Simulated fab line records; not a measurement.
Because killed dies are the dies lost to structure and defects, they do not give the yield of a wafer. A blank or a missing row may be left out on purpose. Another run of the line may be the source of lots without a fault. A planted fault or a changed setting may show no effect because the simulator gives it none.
Chamber matching + flow nand-harc + 4 sister chambers for NHARC_A_BLC_STRIP_29 on rie-diel-04
The step strips in CF4. 8 wafers are shown with their chamber, then 7 later ones without.

## WAFERS PAIRED WITH THEIR CHAMBERS
| wafer  | chamber | showerhead-plenum-p-Torr (Torr) | drypump-motor-current-A (A) |
|--------|---------|---------------------------------|-----------------------------|
| L078.4 | 3       | 1.86                            | 5.9                         |
| L082.4 | 0       | 1.69                            | 5.3                         |
| L082.6 | 1       | 1.90                            | 6.6                         |
| L087.1 | 2       | 1.79                            | 6.2                         |
| L087.2 | 0       | 1.69                            | 5.3                         |
| L087.3 | 3       | 1.85                            | 6.0                         |
| L087.4 | 1       | 1.90                            | 6.5                         |
| L087.5 | 2       | 1.79                            | 6.2                         |

## WAFERS MISSING THEIR CHAMBER
| wafer  | showerhead-plenum-p-Torr (Torr) | drypump-motor-current-A (A) |
|--------|---------------------------------|-----------------------------|
| L087.6 | 1.85                            | 6.0                         |
| L090.2 | 1.79                            | 6.2                         |
| L090.5 | 1.69                            | 5.3                         |
| L090.6 | 1.89                            | 6.6                         |
| L092.1 | 1.68                            | 5.2                         |
| L092.4 | 1.89                            | 6.6                         |
| L092.6 | 1.84                            | 6.0                         |

## WHICH CHAMBER EACH WENT THROUGH
| wafer  | from the rows above | in truth |
|--------|---------------------|----------|
| L087.6 | 3                   | 3        |
| L090.2 | 2                   | 2        |
| L090.5 | 0                   | 0        |
| L090.6 | 1                   | 1        |
| L092.1 | 0                   | 0        |
| L092.4 | 1                   | 1        |
| L092.6 | 3                   | 3        |
Correctly placed: 7 of 7. Can't be placed from these rows: 0. Wrongly placed: 0.
How it was worked out, from the rows above alone: a wafer's distance from a chamber is the root of the sum, over the readings, of the square of ((its reading less the chamber's mean) divided by the reading's scatter). If the next closest chamber is less than 2 further off than the closest, the wafer can't be placed; otherwise it belongs to the closest. The mean given for a chamber averages the wafers shown for that chamber. The scatter is the square root of a quotient: the sum, over the shown wafers, of each reading's squared deviation from its chamber's mean, divided by wafers minus chambers.
